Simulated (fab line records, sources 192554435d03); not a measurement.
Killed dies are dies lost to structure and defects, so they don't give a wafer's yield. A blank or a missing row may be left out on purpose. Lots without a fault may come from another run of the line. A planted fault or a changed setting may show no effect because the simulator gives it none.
A struck lot beside a sound one | flow n5_finfet | 13 steps out of a route of 1938
Sound: wafers L663.2, L663.4, L663.6. Struck: wafers L665.1, L665.3, L665.4. The cause comes at the end.
At each step with rows: each side's tool, then ch and its chambers, then its first start. Under that, the readings that differ: sound wafers | struck wafers | difference of the means | sigmas: that difference in standard deviations of wafers without a fault.
alike: readings whose means differ by less than 2 such deviations, and words and numbers that are the same on both sides. not compared: withheld readings, readings that some wafer has no value for, bounds like >300 that may hide the same value, and numbers for which the record gives no deviation and whose values overlap.
The two part at a step that has a row with sigmas, a row that says differs or no value, or rows on one side only. Numbers that don't overlap but have no deviation are shown without sigmas and don't part them. A reading that every wafer of one side lacks parts them only if that side has two wafers or more.

first, 1 step without rows for these wafers: N5_GATE_CUT_SRD_32 (time 30 s).
N5_GATE_CUT_SAC_CAP_01: material SiNx, target thk 24 nm, pulse time 1 s, ald cycles 480.
  sound on ald_sin-02 ch 0,1, day 8 02:15; struck on ald_sin-04 ch 0,2,3, day 8 14:46
  alike: heater_power_w, precursor_pulse_height_rel
  not compared: since_wet_clean_h
N5_GATE_CUT_PECVD_57: deposits SiNx from SiH4/NH3/N2, target thk 21 nm.
  sound on pecvd-03 ch 0,1, day 8 04:26; struck on pecvd-03 ch 0,1, day 8 16:58
  alike: heater_power_w, showerhead_plenum_p_Torr, throttle_valve_pct
  not compared: since_wet_clean_h
N5_GATE_CUT_CMP_02: polishes, stops on SiO2, t overpolish 12.7 s, target thk 0 nm.
  sound on cmp-03 ch 1,2, day 8 04:32; struck on cmp-03 ch 0,1,3, day 8 17:10
  alike: motor_current_A, overpolish_run_s, time_to_endpoint_s
N5_GATE_CUT_HM_DEP_46: deposits SiO2 from TEOS/O2, target thk 130 nm, time 26.6 s.
  sound on pecvd-02 ch 1,2, day 8 04:52; struck on pecvd-03 ch 0,1,2, day 8 17:30
  alike: heater_power_w, showerhead_plenum_p_Torr, throttle_valve_pct
  not compared: since_wet_clean_h
then, 6 steps without rows for these wafers: N5_GATE_CUT_COAT_34 (time 60 s, resist thk 60 nm); N5_GATE_CUT_COAT_35 (time 60 s, resist thk 10 nm); N5_GATE_CUT_COAT_27 (time 60 s, resist thk 10 nm); N5_GATE_CUT_COAT_07 (resist thk 30 nm); N5_GATE_CUT_EBR_09; N5_GATE_CUT_SOFTBAKE_08 (time 60 s).
N5_GATE_CUT_EXPOSE_10: exposes mask GATE CUT, target cd 20 nm.
  sound on euv_scanner-01 ch 0, day 8 05:13; struck on euv_scanner-02, day 8 17:43
  no value came back on the struck wafers for exposure_dose_mJ_cm2, focus_offset_nm (nm); on the sound wafers exposure_dose_mJ_cm2 reads 43.13 43.14 43.15
  alike: mask
then, 1 step without rows for these wafers: N5_GATE_CUT_PEB_11 (peb time 60 s).

WHERE THEY PART
Only at N5_GATE_CUT_EXPOSE_10, within this record.

WHY: what the simulator had put in
Skipped step whole: euv_scanner-02, from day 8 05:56 on, at N5_GATE_CUT_EXPOSE_10. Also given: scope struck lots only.
